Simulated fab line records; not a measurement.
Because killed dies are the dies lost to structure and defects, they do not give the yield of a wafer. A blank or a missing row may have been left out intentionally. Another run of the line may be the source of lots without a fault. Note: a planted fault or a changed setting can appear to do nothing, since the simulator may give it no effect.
A sampling plan put to the test | flow nand_harc | 37 faults told of in these records, all on one fab line, each judged by the records of the lots it struck
The line's own looks make up the plan; these are the steps of the route where a gauge or inspection reads the wafer and leaves it unchanged. A look can be judged if struck wafers have a number there and the file gives its usual mean and standard deviation on fault-free wafers. Caught: at a look after the fault's first step, the mean of the struck wafers lies 4 or more of those standard deviations (sigma) from the usual mean. On the tool: here the same test is run on the tool's own readings at the fault's steps. A different recipe on the struck wafers counts as caught too, as does a record blank only for those wafers.

== THE FAULTS, as the simulator had put them in ==
1. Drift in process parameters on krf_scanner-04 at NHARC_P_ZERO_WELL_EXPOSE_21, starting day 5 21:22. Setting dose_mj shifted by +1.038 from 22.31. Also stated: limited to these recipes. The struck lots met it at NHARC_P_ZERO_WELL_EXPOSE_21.
2. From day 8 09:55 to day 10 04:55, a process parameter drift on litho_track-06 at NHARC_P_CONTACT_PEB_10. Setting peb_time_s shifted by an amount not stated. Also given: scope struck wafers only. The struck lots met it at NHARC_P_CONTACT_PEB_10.
3. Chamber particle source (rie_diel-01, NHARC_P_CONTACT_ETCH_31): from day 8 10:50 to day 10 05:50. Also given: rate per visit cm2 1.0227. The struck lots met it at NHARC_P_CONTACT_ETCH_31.
4. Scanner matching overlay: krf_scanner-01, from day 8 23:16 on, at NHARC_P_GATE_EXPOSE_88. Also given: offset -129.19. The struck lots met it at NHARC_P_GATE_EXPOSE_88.
5. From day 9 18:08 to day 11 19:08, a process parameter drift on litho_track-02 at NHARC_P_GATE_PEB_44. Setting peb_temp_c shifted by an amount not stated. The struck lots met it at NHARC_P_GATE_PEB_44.
6. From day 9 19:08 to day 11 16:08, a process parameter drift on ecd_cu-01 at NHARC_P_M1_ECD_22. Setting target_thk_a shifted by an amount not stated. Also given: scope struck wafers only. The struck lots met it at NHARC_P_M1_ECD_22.
7. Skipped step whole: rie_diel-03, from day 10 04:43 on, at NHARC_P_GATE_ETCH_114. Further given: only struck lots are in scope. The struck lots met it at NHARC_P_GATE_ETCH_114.
8. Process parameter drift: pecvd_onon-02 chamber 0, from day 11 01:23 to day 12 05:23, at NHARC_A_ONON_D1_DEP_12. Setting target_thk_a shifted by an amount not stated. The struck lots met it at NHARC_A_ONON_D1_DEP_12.
9. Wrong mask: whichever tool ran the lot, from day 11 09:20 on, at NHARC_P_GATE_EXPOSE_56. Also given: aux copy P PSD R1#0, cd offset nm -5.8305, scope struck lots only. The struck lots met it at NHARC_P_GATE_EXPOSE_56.
10. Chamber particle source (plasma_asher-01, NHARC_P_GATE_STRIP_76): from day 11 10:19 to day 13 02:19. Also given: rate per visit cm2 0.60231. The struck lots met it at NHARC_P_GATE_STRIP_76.
11. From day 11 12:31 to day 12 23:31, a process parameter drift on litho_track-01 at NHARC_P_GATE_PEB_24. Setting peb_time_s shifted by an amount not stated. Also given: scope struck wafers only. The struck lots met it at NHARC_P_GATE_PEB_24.
12. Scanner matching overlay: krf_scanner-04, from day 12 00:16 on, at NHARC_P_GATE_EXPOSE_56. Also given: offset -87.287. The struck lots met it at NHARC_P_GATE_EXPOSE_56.
13. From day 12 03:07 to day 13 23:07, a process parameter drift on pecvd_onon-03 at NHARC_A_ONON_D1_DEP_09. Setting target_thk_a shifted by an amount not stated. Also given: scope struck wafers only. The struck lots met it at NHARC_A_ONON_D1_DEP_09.
14. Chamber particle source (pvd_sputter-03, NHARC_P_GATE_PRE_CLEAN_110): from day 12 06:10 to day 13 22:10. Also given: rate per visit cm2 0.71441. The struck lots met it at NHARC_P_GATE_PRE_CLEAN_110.
15. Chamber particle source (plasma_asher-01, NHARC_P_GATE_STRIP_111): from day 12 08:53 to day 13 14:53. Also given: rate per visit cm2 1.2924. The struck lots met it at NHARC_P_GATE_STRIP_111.
16. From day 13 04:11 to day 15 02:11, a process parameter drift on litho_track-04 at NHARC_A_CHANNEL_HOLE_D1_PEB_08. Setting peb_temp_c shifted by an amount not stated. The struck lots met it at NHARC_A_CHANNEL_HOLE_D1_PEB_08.
17. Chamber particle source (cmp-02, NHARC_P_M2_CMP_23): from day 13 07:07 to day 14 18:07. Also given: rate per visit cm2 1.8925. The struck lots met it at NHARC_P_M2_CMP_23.
18. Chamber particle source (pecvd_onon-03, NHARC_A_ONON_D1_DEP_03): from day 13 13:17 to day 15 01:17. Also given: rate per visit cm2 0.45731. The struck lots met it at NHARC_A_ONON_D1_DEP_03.
19. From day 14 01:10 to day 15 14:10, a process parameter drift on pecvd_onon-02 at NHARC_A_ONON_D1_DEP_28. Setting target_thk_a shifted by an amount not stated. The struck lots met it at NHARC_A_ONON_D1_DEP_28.
20. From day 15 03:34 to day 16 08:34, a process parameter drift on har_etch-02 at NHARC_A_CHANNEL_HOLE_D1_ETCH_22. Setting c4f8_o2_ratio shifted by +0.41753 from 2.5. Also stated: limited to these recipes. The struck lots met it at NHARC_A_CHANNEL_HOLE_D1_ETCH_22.
21. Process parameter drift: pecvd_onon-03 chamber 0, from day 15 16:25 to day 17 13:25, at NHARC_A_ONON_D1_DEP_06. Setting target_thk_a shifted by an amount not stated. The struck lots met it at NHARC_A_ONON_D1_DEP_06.
22. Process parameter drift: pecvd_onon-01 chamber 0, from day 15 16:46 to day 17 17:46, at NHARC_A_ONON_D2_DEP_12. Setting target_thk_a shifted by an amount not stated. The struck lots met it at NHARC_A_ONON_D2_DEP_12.
23. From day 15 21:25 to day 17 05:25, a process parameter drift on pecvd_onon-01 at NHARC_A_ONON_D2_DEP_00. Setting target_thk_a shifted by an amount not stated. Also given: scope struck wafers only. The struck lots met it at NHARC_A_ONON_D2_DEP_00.
24. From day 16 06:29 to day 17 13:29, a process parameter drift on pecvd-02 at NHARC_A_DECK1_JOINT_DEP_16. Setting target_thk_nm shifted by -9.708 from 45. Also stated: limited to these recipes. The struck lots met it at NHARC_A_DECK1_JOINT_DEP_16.
25. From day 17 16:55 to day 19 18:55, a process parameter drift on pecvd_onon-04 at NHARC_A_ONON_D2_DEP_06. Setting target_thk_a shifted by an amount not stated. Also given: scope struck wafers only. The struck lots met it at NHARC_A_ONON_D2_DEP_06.
26. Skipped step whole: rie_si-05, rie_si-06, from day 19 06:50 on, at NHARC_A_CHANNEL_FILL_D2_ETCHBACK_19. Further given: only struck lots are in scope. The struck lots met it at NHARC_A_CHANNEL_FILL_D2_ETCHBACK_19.
27. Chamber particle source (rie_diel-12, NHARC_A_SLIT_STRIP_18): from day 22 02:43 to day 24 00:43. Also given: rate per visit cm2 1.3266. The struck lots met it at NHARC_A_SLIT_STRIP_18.
28. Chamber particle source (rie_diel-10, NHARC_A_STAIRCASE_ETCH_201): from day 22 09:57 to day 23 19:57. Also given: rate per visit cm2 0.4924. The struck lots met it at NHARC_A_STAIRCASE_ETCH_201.
29. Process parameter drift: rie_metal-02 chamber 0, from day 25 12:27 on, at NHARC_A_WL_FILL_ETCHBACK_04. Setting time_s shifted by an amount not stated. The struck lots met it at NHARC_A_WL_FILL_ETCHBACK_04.
30. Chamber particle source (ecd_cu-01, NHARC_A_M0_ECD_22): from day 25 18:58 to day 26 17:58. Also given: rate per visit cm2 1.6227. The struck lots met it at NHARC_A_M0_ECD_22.
31. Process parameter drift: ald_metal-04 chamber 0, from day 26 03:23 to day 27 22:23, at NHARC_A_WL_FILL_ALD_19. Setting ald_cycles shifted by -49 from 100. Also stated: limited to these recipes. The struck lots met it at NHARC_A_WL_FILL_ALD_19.
32. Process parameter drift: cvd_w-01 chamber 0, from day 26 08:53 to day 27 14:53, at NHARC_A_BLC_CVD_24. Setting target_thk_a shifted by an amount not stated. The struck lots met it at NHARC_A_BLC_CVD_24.
33. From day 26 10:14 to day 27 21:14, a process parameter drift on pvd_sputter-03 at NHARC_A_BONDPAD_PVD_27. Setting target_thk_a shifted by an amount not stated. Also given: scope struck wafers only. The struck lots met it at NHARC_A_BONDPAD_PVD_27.
34. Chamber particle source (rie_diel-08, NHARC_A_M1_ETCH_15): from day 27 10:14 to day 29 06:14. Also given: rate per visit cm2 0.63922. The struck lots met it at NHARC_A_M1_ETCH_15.
35. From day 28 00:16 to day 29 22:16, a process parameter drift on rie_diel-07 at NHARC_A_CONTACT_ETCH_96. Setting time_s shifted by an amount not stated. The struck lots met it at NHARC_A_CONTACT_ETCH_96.
36. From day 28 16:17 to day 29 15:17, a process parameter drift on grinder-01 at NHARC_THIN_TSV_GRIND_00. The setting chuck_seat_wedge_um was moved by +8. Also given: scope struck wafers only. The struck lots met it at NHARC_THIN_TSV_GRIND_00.
37. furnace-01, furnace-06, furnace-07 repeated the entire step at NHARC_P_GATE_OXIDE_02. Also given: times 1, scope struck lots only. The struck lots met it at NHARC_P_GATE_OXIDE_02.

== WHAT THE PLAN SAW ==
fault | on the tool itself                               | first look that catches it                      | reading, sigma                                            | median hours from its first step to that look | hours from the fault's start to the first struck lot there | judged looks passed uncaught
1     | exposure_dose_mJ_cm2 +45 sigma                   | NHARC_P_ZERO_WELL_CD_MEAS_24                    | cd_nm +4.3                                                | 0.2                                           | 5                                                          | 0
2     | no reading that can be judged                    | NHARC_P_CONTACT_CD_MEAS_12                      | cd_nm +7.9                                                | 0.1                                           | 23                                                         | 0
3     | under 2 sigma                                    | NHARC_END_SORT_01                               | killed_at_periphery +26                                   | 445.0                                         | 446                                                        | 0
4     | no reading that can be judged                    | no look after it can be judged                  | -                                                         | -                                             | -                                                          | 0
5     | plate_temp_C -21 sigma                           | none of the 2 looks that can be judged after it | -                                                         | -                                             | -                                                          | 2
6     | no reading that can be judged                    | none of the 2 looks that can be judged after it | -                                                         | -                                             | -                                                          | 2
7     | the tool's record is blank for the struck wafers | NHARC_END_SORT_01                               | killed_at_periphery +99 or beyond                         | 464.9                                         | 474                                                        | 0
8     | no reading that can be judged                    | NHARC_A_ONON_D1_THK_MEAS_14                     | thk_nm -82                                                | 0.5                                           | 6                                                          | 0
9     | under 2 sigma                                    | not the one look that can be judged after it    | strongest: cd_nm at NHARC_P_GATE_CD_MEAS_59, -3.4         | -                                             | -                                                          | 1
10    | under 2 sigma                                    | NHARC_END_SORT_01                               | killed_at_periphery +18                                   | 439.1                                         | 444                                                        | 2
11    | no reading that can be judged                    | NHARC_P_GATE_CD_MEAS_26                         | cd_nm -4.0                                                | 0.1                                           | 26                                                         | 0
12    | no reading that can be judged                    | not the one look that can be judged after it    | strongest: killed_at_periphery at NHARC_END_SORT_01, +2.5 | -                                             | -                                                          | 1
13    | no reading that can be judged                    | NHARC_A_ONON_D1_THK_MEAS_11                     | thk_nm +52                                                | 0.4                                           | 28                                                         | 0
14    | no reading that can be judged                    | NHARC_P_GATE_INSPECT_68                         | raw_defect_count +4.1                                     | 0.9                                           | 11                                                         | 0
15    | under 2 sigma                                    | NHARC_P_GATE_INSPECT_68                         | raw_defect_count +7.3                                     | 6.0                                           | 8                                                          | 0
16    | plate_temp_C +25 sigma                           | NHARC_A_CHANNEL_HOLE_D1_CD_MEAS_10              | cd_nm +10                                                 | 0.1                                           | 1                                                          | 0
17    | under 2 sigma                                    | NHARC_P_M2_INSPECT_27                           | raw_defect_count +9.5                                     | 0.5                                           | 3                                                          | 0
18    | under 2 sigma                                    | none of the 2 looks that can be judged after it | strongest: killed_dies at NHARC_END_SORT_01, +2.9         | -                                             | -                                                          | 2
19    | under 2 sigma                                    | NHARC_A_ONON_D1_THK_MEAS_30                     | thk_nm -17                                                | 0.5                                           | 8                                                          | 0
20    | under 2 sigma                                    | no look after it can be judged                  | -                                                         | -                                             | -                                                          | 0
21    | no reading that can be judged                    | NHARC_A_ONON_D1_THK_MEAS_08                     | thk_nm -40                                                | 0.5                                           | 11                                                         | 0
22    | under 2 sigma                                    | NHARC_A_ONON_D2_THK_MEAS_14                     | thk_nm -33                                                | 0.5                                           | 10                                                         | 0
23    | under 2 sigma                                    | NHARC_A_ONON_D2_THK_MEAS_02                     | thk_nm -35                                                | 0.5                                           | 3                                                          | 0
24    | under 2 sigma                                    | NHARC_A_DECK1_JOINT_THK_MEAS_17                 | thk_nm -6.8                                               | 0.3                                           | 7                                                          | 0
25    | no reading that can be judged                    | NHARC_A_ONON_D2_THK_MEAS_08                     | thk_nm -30                                                | 0.5                                           | 16                                                         | 0
26    | the tool's record is blank for the struck wafers | NHARC_END_SORT_01                               | killed_dies +38                                           | 232.2                                         | 229                                                        | 0
27    | under 2 sigma                                    | NHARC_A_SIN_REMOVE_INSPECT_04                   | raw_defect_count +9.4                                     | 7.0                                           | 21                                                         | 0
28    | under 2 sigma                                    | not the one look that can be judged after it    | strongest: killed_dies at NHARC_END_SORT_01, +3.8         | -                                             | -                                                          | 1
29    | run_length_s -99 or beyond sigma                 | NHARC_END_SORT_01                               | killed_dies +38                                           | 104.3                                         | 147                                                        | 0
30    | no reading that can be judged                    | NHARC_END_SORT_01                               | sort_bin_2_pct +30                                        | 40.3                                          | 45                                                         | 0
31    | under 2 sigma                                    | NHARC_END_SORT_01                               | killed_dies +38                                           | 85.4                                          | 102                                                        | 0
32    | under 2 sigma                                    | none of the 2 looks that can be judged after it | -                                                         | -                                             | -                                                          | 2
33    | under 2 sigma                                    | NHARC_END_SORT_01                               | sort_bin_2_pct +90                                        | 31.3                                          | 30                                                         | 0
34    | under 2 sigma                                    | NHARC_END_SORT_01                               | sort_bin_3_pct +9.1                                       | 36.4                                          | 35                                                         | 3
35    | run_length_s -10 sigma                           | NHARC_END_SORT_01                               | killed_dies +38                                           | 64.7                                          | 78                                                         | 0
36    | under 2 sigma                                    | NHARC_END_SORT_01                               | killed_at_other +99 or beyond                             | 19.9                                          | 34                                                         | 1
37    | no reading that can be judged                    | NHARC_END_SORT_01                               | killed_at_periphery +99 or beyond                         | 478.9                                         | -                                                          | 0
A dash: the fault isn't caught, or these records don't give the number.

Caught at a look: 28 of 37. Caught on the tool: 7 of 37. By one or the other: 29 of 37.
Caught on the tool alone: fault 5.
Caught at a look alone: faults 2, 3, 8, 10, 11, 13, 14, 15, 17, 19, 21, 22, 23, 24, 25, 27, 30, 31, 33, 34, 36, 37.
Caught by neither: faults 4, 6, 9, 12, 18, 20, 28, 32.

== THINNER SAMPLING ==
In the worst case, this is how late the first struck lot would be measured if the look that catches a fault measured only every second or every third lot, by lot number:
fault | struck lots at that look, in order of time | every lot | every second lot | every third lot
1     | L548, L549, L550, L551                     | 5 h       | 15 h             | 25 h
2     | L589, L591                                 | 23 h      | may miss all 2   | may miss all 2
3     | L210, L214                                 | 446 h     | may miss all 2   | may miss all 2
7     | L360, L359                                 | 474 h     | 483 h            | may miss all 2
8     | L107, L108                                 | 6 h       | 12 h             | may miss all 2
10    | L524, L523                                 | 444 h     | 445 h            | may miss all 2
11    | L929                                       | 26 h      | may miss it      | may miss it
13    | L570, L571                                 | 28 h      | 44 h             | may miss all 2
14    | L748, L750                                 | 11 h      | may miss all 2   | may miss all 2
15    | L131, L132                                 | 8 h       | 24 h             | may miss all 2
16    | L375, L377                                 | 1 h       | may miss all 2   | may miss all 2
17    | L551, L552                                 | 3 h       | 19 h             | may miss all 2
19    | L286, L287                                 | 8 h       | 26 h             | may miss all 2
21    | L152, L154                                 | 11 h      | may miss all 2   | may miss all 2
22    | L413, L415                                 | 10 h      | may miss all 2   | may miss all 2
23    | L722, L723, L724                           | 3 h       | 17 h             | 28 h
24    | L167, L168                                 | 7 h       | 18 h             | may miss all 2
25    | L838, L842                                 | 16 h      | may miss all 2   | may miss all 2
26    | L325, L324                                 | 229 h     | 232 h            | may miss all 2
27    | L655, L656                                 | 21 h      | 37 h             | may miss all 2
29    | L479                                       | 147 h     | may miss it      | may miss it
30    | L856, L855                                 | 45 h      | 45 h             | may miss all 2
31    | L889                                       | 102 h     | may miss it      | may miss it
33    | L484, L486                                 | 30 h      | may miss all 2   | may miss all 2
34    | L499, L501, L502                           | 35 h      | 61 h             | may miss all 3
35    | L264, L267                                 | 78 h      | 103 h            | may miss all 2
36    | L613                                       | 34 h      | may miss it      | may miss it
Hours count from the start of the fault until the first struck lot that is measured. The test against the limit of 4 sigma pooled every struck wafer, which means one lot taken alone may stay below that limit. Other struck lots may not be in these records.

== THE LONGEST TIMED WAY FROM STEP TO LOOK ==
In fault 37, a median of 478.9 hours elapses between NHARC_P_GATE_OXIDE_02 and NHARC_END_SORT_01. No look between them can be judged.
